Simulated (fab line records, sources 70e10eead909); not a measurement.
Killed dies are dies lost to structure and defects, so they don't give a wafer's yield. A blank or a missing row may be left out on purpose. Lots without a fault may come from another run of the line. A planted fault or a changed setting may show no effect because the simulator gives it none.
Chamber matching | flow nand_harc | NHARC_P_CONTACT_CMP_24 on cmp-03: 4 sister chambers
The step polishes, t overpolish 30 s, target thk 200 nm. 4 wafers are shown with their chamber, then 9 later ones without.

WAFERS WITH THEIR CHAMBER
wafer  | chamber | motor_current_A (A)
L079.1 | 1       | 11.2
L079.6 | 0       | 12.3
L080.5 | 2       | 10.5
L080.6 | 3       | 11.4

WAFERS WITHOUT THEIR CHAMBER
wafer  | motor_current_A (A)
L084.3 | 10.8
L084.4 | 12.1
L084.6 | 11.1
L086.1 | 12.8
L086.2 | 11.8
L086.4 | 10.8
L087.1 | 10.9
L087.5 | 10.6
L087.6 | 10.3

WHICH CHAMBER EACH WENT THROUGH
wafer  | from the rows above          | in truth
L084.3 | can't be placed: 2 or 1 or 3 | 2
L084.4 | can't be placed: 0 or 3      | 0
L084.6 | can't be placed: 1 or 3 or 2 | 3
L086.1 | 0                            | 0
L086.2 | can't be placed: 3 or 0 or 1 | 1
L086.4 | can't be placed: 2 or 1 or 3 | 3
L087.1 | can't be placed: 1 or 2 or 3 | 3
L087.5 | can't be placed: 2 or 1      | 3
L087.6 | 2                            | 2
Placed correctly: 2 of 9. Can't be placed from these rows: 7 (the true chamber is among the candidates in 6). Placed wrongly: 0.
How it was worked out, from the rows above alone: a wafer's distance from a chamber is the root of the sum, over the readings, of the square of ((its reading less the chamber's mean) divided by the reading's scatter). The wafer belongs to the nearest chamber; if the next one is less than 2 further off, it can't be placed. A chamber's mean is the mean of its shown wafers. The scatter: with one shown wafer a chamber, the root of the mean of the squares of how far each hidden wafer lies from its nearest shown one.
